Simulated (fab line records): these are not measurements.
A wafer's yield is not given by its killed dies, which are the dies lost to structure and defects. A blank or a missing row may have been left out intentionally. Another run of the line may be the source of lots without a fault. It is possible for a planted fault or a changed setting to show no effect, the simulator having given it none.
Which tool is to blame? :: flow nand harc :: 42 wafers from 14 lots sampled at 4 of the route's 1159 steps

## WHAT EACH GAUGE READ, for each wafer
The record lacks any reading of a measuring or inspecting step that a usual standard deviation could be used to judge.

## WHAT TOOL EACH LOT RAN ON (gives the tool, then ch and the chambers of the sampled wafers, and finally the start)
lot: L446
NHARC_P_STI_ETCH_15: rie si-05 ch 0,1,2, day 2 13:53
NHARC_P_GATE_CVD_17: lpcvd poly-04 ch 0, day 4 14:02
NHARC_P_GATE_DEP_103: pecvd-02 ch 0,1,2, day 4 17:20
NHARC_P_GATE_DESCUM_31: rie diel-11 ch 1,2,3, day 4 18:08

lot: L447
NHARC_P_STI_ETCH_15: rie si-04 ch 0,1,2, day 2 19:25
NHARC_P_GATE_CVD_17: lpcvd poly-04 ch 0, day 4 19:20
NHARC_P_GATE_DEP_103: pecvd-02 ch 0,1,2, day 4 23:38
NHARC_P_GATE_DESCUM_31: rie diel-11 ch 1,2,3, day 5 00:32

lot: L448
NHARC_P_STI_ETCH_15: rie si-01 ch 0,1,2, day 3 01:55
NHARC_P_GATE_CVD_17: lpcvd poly-04 ch 0, day 4 19:20
NHARC_P_GATE_DEP_103: pecvd-02 ch 0,1,2, day 4 22:58
NHARC_P_GATE_DESCUM_31: rie diel-03 ch 0,1,2, day 4 23:50

lot: L449
NHARC_P_STI_ETCH_15: rie si-04 ch 1,2, day 3 02:07
NHARC_P_GATE_CVD_17: lpcvd poly-04 ch 0, day 4 19:20 and lpcvd poly-01 ch 0, day 4 22:05
NHARC_P_GATE_DEP_103: pecvd-04 ch 0,2, day 5 01:59
NHARC_P_GATE_DESCUM_31: rie diel-02 ch 0,1, day 5 02:44

lot: L450
NHARC_P_STI_ETCH_15: rie si-01 ch 0,1,2, day 3 16:20
NHARC_P_GATE_CVD_17: lpcvd poly-04 ch 0, day 5 15:11
NHARC_P_GATE_DEP_103: pecvd-02 ch 0,2, day 5 18:29
NHARC_P_GATE_DESCUM_31: rie diel-02 ch 0,1,2, day 5 19:19

lot: L456
NHARC_P_STI_ETCH_15: rie si-04 ch 1,2, day 4 23:27
NHARC_P_GATE_CVD_17: lpcvd poly-04 ch 0, day 6 23:31
NHARC_P_GATE_DEP_103: pecvd-02 ch 0,1,2, day 7 07:00
NHARC_P_GATE_DESCUM_31: rie diel-11 ch 0,3, day 7 07:40

lot: L461
NHARC_P_STI_ETCH_15: rie si-05 ch 0,1,2, day 6 02:20
NHARC_P_GATE_CVD_17: lpcvd poly-01 ch 0, day 8 05:37
NHARC_P_GATE_DEP_103: pecvd-03 ch 0,1,2, day 8 12:25
NHARC_P_GATE_DESCUM_31: rie diel-02 ch 0,1,3, day 8 13:17

lot: L462
NHARC_P_STI_ETCH_15: rie si-04 ch 0,2, day 6 13:10
NHARC_P_GATE_CVD_17: lpcvd poly-01 ch 0, day 8 12:58
NHARC_P_GATE_DEP_103: pecvd-03 ch 0,1,2, day 8 16:29
NHARC_P_GATE_DESCUM_31: rie diel-03 ch 0,1,3, day 8 17:19

lot: L463
NHARC_P_STI_ETCH_15: rie si-01 ch 0,3, day 6 17:09
NHARC_P_GATE_CVD_17: lpcvd poly-04 ch 0, day 8 19:47
NHARC_P_GATE_DEP_103: pecvd-03 ch 1,2, day 8 23:41
NHARC_P_GATE_DESCUM_31: rie diel-03 ch 0,1,2, day 9 00:34

lot: L464
NHARC_P_STI_ETCH_15: rie si-04 ch 0,1,2, day 7 01:17
NHARC_P_GATE_CVD_17: lpcvd poly-04 ch 0, day 9 00:37
NHARC_P_GATE_DEP_103: pecvd-02 ch 0,1,2, day 9 04:02
NHARC_P_GATE_DESCUM_31: rie diel-02 ch 0,1,2, day 9 04:54

lot: L465
NHARC_P_STI_ETCH_15: rie si-04 ch 2,3, day 7 05:26
NHARC_P_GATE_CVD_17: lpcvd poly-04 ch 0, day 9 00:37
NHARC_P_GATE_DEP_103: pecvd-02 ch 0,1,2, day 9 04:19
NHARC_P_GATE_DESCUM_31: rie diel-03 ch 0,1, day 9 05:04

lot: L466
NHARC_P_STI_ETCH_15: rie si-05 ch 0,2,3, day 7 13:21
NHARC_P_GATE_CVD_17: lpcvd poly-03 ch 0, day 9 13:22
NHARC_P_GATE_DEP_103: pecvd-03 ch 0,1,2, day 9 16:49
NHARC_P_GATE_DESCUM_31: rie diel-02 ch 0,1,3, day 9 17:33

lot: L467
NHARC_P_STI_ETCH_15: rie si-01 ch 0,1, day 7 17:17
NHARC_P_GATE_CVD_17: lpcvd poly-01 ch 0, day 9 18:08
NHARC_P_GATE_DEP_103: pecvd-04 ch 0,2, day 9 21:37
NHARC_P_GATE_DESCUM_31: rie diel-02 ch 2,3, day 9 22:19

lot: L469
NHARC_P_STI_ETCH_15: rie si-04 ch 0,1,2, day 8 05:35
NHARC_P_GATE_CVD_17: lpcvd poly-01 ch 0, day 10 02:51
NHARC_P_GATE_DEP_103: pecvd-02 ch 0,1,2, day 10 06:45
NHARC_P_GATE_DESCUM_31: rie diel-02 ch 1,2,3, day 10 07:38
- NHARC_P_STI_ETCH_15: etches the open film in HBr/Cl2, target depth 300 nm, time 100.1 s.
- NHARC_P_GATE_CVD_17: deposits poly-Si, target thk 150 nm, time 900 s.
- NHARC_P_GATE_DEP_103: deposits SiON, target thk 30 nm.
- NHARC_P_GATE_DESCUM_31: chemistry O2, time 3 s.

## AS READ BY THE TOOLS THEMSELVES (means over the sampled wafers that have a number; for cases with no such wafer, the mark the record gives instead)
NHARC_P_STI_ETCH_15. Usual: chamber pressure mTorr 15.001 mTorr, standard deviation 0.014; drypump motor current A 5.8 A, standard deviation 0.37; oes product au 0.998 a.u., standard deviation 0.0092; throttle valve pct 26.406 %, standard deviation 0.0086.
lot: L446
tool: rie si-05
chamber pressure mTorr (mTorr): 15.019
drypump motor current A (A): 5.8
oes product au (a.u.): 1.003
throttle valve pct (%): 26.411
flag: 

lot: L447
tool: rie si-04
chamber pressure mTorr (mTorr): 14.979
drypump motor current A (A): 6.0
oes product au (a.u.): 0.991
throttle valve pct (%): 26.407
flag: 

lot: L448
tool: rie si-01
chamber pressure mTorr (mTorr): 14.998
drypump motor current A (A): 6.0
oes product au (a.u.): 1.000
throttle valve pct (%): 26.405
flag: 

lot: L449
tool: rie si-04
chamber pressure mTorr (mTorr): 14.996
drypump motor current A (A): 6.1
oes product au (a.u.): 0.993
throttle valve pct (%): 26.410
flag: 

lot: L450
tool: rie si-01
chamber pressure mTorr (mTorr): 15.000
drypump motor current A (A): 6.0
oes product au (a.u.): 0.998
throttle valve pct (%): 26.408
flag: 

lot: L456
tool: rie si-04
chamber pressure mTorr (mTorr): 15.003
drypump motor current A (A): 6.1
oes product au (a.u.): 1.000
throttle valve pct (%): 26.402
flag: 

lot: L461
tool: rie si-05
chamber pressure mTorr (mTorr): 15.001
drypump motor current A (A): 5.8
oes product au (a.u.): 1.001
throttle valve pct (%): 26.404
flag: 

lot: L462
tool: rie si-04
chamber pressure mTorr (mTorr): 15.012
drypump motor current A (A): 5.9
oes product au (a.u.): 0.996
throttle valve pct (%): 26.409
flag: 

lot: L463
tool: rie si-01
chamber pressure mTorr (mTorr): 15.001
drypump motor current A (A): 5.6
oes product au (a.u.): 1.005
throttle valve pct (%): 26.400
flag: 

lot: L464
tool: rie si-04
chamber pressure mTorr (mTorr): 15.000
drypump motor current A (A): 6.0
oes product au (a.u.): 0.993
throttle valve pct (%): 26.408
flag: 

lot: L465
tool: rie si-04
chamber pressure mTorr (mTorr): 14.993
drypump motor current A (A): 5.4
oes product au (a.u.): 0.988
throttle valve pct (%): 26.406
flag: 

lot: L466
tool: rie si-05
chamber pressure mTorr (mTorr): 15.003
drypump motor current A (A): 5.9
oes product au (a.u.): 0.993
throttle valve pct (%): 26.417
flag: 

lot: L467
tool: rie si-01
chamber pressure mTorr (mTorr): 15.009
drypump motor current A (A): 5.8
oes product au (a.u.): 1.008
throttle valve pct (%): 26.401
flag: 

lot: L469
tool: rie si-04
chamber pressure mTorr (mTorr): 15.005
drypump motor current A (A): 6.0
oes product au (a.u.): 0.995
throttle valve pct (%): 26.416
flag: 

NHARC_P_GATE_DEP_103. Usual: 744 W for heater power w, sd 83.
lot: L446
tool: pecvd-02
heater power w (W): 766
flag: 

lot: L447
tool: pecvd-02
heater power w (W): 693
flag: 

lot: L448
tool: pecvd-02
heater power w (W): 734
flag: 

lot: L449
tool: pecvd-04
heater power w (W): 775
flag: 

lot: L450
tool: pecvd-02
heater power w (W): 687
flag: 

lot: L456
tool: pecvd-02
heater power w (W): 727
flag: 

lot: L461
tool: pecvd-03
heater power w (W): 705
flag: 

lot: L462
tool: pecvd-03
heater power w (W): 743
flag: 

lot: L463
tool: pecvd-03
heater power w (W): 738
flag: 

lot: L464
tool: pecvd-02
heater power w (W): 734
flag: 

lot: L465
tool: pecvd-02
heater power w (W): 763
flag: 

lot: L466
tool: pecvd-03
heater power w (W): 770
flag: 

lot: L467
tool: pecvd-04
heater power w (W): 665
flag: 

lot: L469
tool: pecvd-02
heater power w (W): 760
flag: 

NHARC_P_GATE_DESCUM_31. Usual: chamber pressure mTorr 59.99 mTorr, standard deviation 0.055; drypump motor current A 5.5 A, standard deviation 0.55; oes product au 1.001 a.u., standard deviation 0.0078; rf vpp V 57.7 V, standard deviation 0.86; showerhead plenum p Torr 1.92 Torr, standard deviation 0.062; throttle valve pct 11.311 %, standard deviation 0.0093.
lot: L446
tool: rie diel-11
chamber pressure mTorr (mTorr): 60.00
drypump motor current A (A): 5.8
oes product au (a.u.): 0.999
rf vpp V (V): 56.6
showerhead plenum p Torr (Torr): 1.89
throttle valve pct (%): 11.310
flag: 

lot: L447
tool: rie diel-11
chamber pressure mTorr (mTorr): 59.98
drypump motor current A (A): 5.8
oes product au (a.u.): 1.009
rf vpp V (V): 58.0
showerhead plenum p Torr (Torr): 1.89
throttle valve pct (%): 11.305
flag: 

lot: L448
tool: rie diel-03
chamber pressure mTorr (mTorr): 60.01
drypump motor current A (A): 5.4
oes product au (a.u.): 0.995
rf vpp V (V): 58.2
showerhead plenum p Torr (Torr): 2.02
throttle valve pct (%): 11.308
flag: 

lot: L449
tool: rie diel-02
chamber pressure mTorr (mTorr): 59.98
drypump motor current A (A): 4.9
oes product au (a.u.): 1.002
rf vpp V (V): 57.0
showerhead plenum p Torr (Torr): 1.95
throttle valve pct (%): 11.314
flag: 

lot: L450
tool: rie diel-02
chamber pressure mTorr (mTorr): 59.99
drypump motor current A (A): 5.1
oes product au (a.u.): 1.000
rf vpp V (V): 57.3
showerhead plenum p Torr (Torr): 1.93
throttle valve pct (%): 11.304
flag: 

lot: L456
tool: rie diel-11
chamber pressure mTorr (mTorr): 60.02
drypump motor current A (A): 5.6
oes product au (a.u.): 1.003
rf vpp V (V): 57.3
showerhead plenum p Torr (Torr): 1.87
throttle valve pct (%): 11.309
flag: 

lot: L461
tool: rie diel-02
chamber pressure mTorr (mTorr): 59.94
drypump motor current A (A): 5.2
oes product au (a.u.): 1.004
rf vpp V (V): 57.6
showerhead plenum p Torr (Torr): 1.91
throttle valve pct (%): 11.307
flag: 

lot: L462
tool: rie diel-03
chamber pressure mTorr (mTorr): 59.97
drypump motor current A (A): 5.7
oes product au (a.u.): 1.009
rf vpp V (V): 58.1
showerhead plenum p Torr (Torr): 1.96
throttle valve pct (%): 11.303
flag: 

lot: L463
tool: rie diel-03
chamber pressure mTorr (mTorr): 59.99
drypump motor current A (A): 5.4
oes product au (a.u.): 1.000
rf vpp V (V): 58.2
showerhead plenum p Torr (Torr): 2.01
throttle valve pct (%): 11.318
flag: 

lot: L464
tool: rie diel-02
chamber pressure mTorr (mTorr): 59.99
drypump motor current A (A): 5.1
oes product au (a.u.): 0.996
rf vpp V (V): 57.2
showerhead plenum p Torr (Torr): 1.92
throttle valve pct (%): 11.303
flag: 

lot: L465
tool: rie diel-03
chamber pressure mTorr (mTorr): 59.98
drypump motor current A (A): 5.4
oes product au (a.u.): 1.002
rf vpp V (V): 57.1
showerhead plenum p Torr (Torr): 2.00
throttle valve pct (%): 11.325
flag: 

lot: L466
tool: rie diel-02
chamber pressure mTorr (mTorr): 60.01
drypump motor current A (A): 5.2
oes product au (a.u.): 1.011
rf vpp V (V): 57.5
showerhead plenum p Torr (Torr): 1.91
throttle valve pct (%): 11.316
flag: 

lot: L467
tool: rie diel-02
chamber pressure mTorr (mTorr): 59.97
drypump motor current A (A): 5.6
oes product au (a.u.): 0.997
rf vpp V (V): 58.0
showerhead plenum p Torr (Torr): 1.87
throttle valve pct (%): 11.315
flag: 

lot: L469
tool: rie diel-02
chamber pressure mTorr (mTorr): 60.03
drypump motor current A (A): 5.5
oes product au (a.u.): 0.999
rf vpp V (V): 58.1
showerhead plenum p Torr (Torr): 1.88
throttle valve pct (%): 11.313
flag: 

## THE ANSWER, worked out from the rows above alone
Rule: a lot is off if the mean of its wafers that have a number lies more than 3 standard deviations from the usual mean. A lot without any number at a reading at which 4 lots or more have one is off too. The other lots that the step has rows for count as sound. The gauges are gone through in route order, then the tools' own readings, and for those a lot's mean is taken as printed above. The first step at which some lot is off is used, and at that step the reading that is off furthest; a lot without a number counts as furthest.
Nothing can be told from this: no lot is off at any reading shown.

## WHAT THE SIMULATOR HAD INSERTED
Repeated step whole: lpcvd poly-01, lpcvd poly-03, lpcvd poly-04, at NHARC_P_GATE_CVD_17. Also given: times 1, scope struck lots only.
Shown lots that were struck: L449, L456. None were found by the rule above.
